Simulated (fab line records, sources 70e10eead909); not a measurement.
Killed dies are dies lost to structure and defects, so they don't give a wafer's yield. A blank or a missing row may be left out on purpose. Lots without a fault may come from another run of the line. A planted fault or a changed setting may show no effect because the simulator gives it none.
Chamber matching | flow nand_harc | NHARC_A_STAIRCASE_DESCUM_291 on rie_diel-09: 4 sister chambers
The step chemistry O2, time 3 s. 4 wafers are shown with their chamber, then 9 later ones without.

WAFERS WITH THEIR CHAMBER
wafer  | chamber | drypump_motor_current_A (A)
L083.2 | 3       | 6.6
L084.2 | 1       | 5.7
L086.1 | 0       | 5.7
L086.6 | 2       | 5.5

WAFERS WITHOUT THEIR CHAMBER
wafer  | drypump_motor_current_A (A)
L091.2 | 5.7
L091.4 | 5.7
L091.6 | 5.7
L092.2 | 6.6
L092.3 | 5.5
L092.5 | 5.4
L094.2 | 5.8
L094.5 | 5.5
L094.6 | 6.6

WHICH CHAMBER EACH WENT THROUGH
wafer  | from the rows above     | in truth
L091.2 | can't be placed: 0 or 1 | 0
L091.4 | can't be placed: 0 or 1 | 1
L091.6 | can't be placed: 0 or 1 | 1
L092.2 | 3                       | 3
L092.3 | 2                       | 2
L092.5 | 2                       | 2
L094.2 | can't be placed: 0 or 1 | 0
L094.5 | 2                       | 2
L094.6 | 3                       | 3
Placed correctly: 5 of 9. Can't be placed from these rows: 4 (the true chamber is among the candidates in 4). Placed wrongly: 0.
How it was worked out, from the rows above alone: a wafer's distance from a chamber is the root of the sum, over the readings, of the square of ((its reading less the chamber's mean) divided by the reading's scatter). The wafer belongs to the nearest chamber; if the next one is less than 2 further off, it can't be placed. A chamber's mean is the mean of its shown wafers. The scatter: with one shown wafer a chamber, the root of the mean of the squares of how far each hidden wafer lies from its nearest shown one.
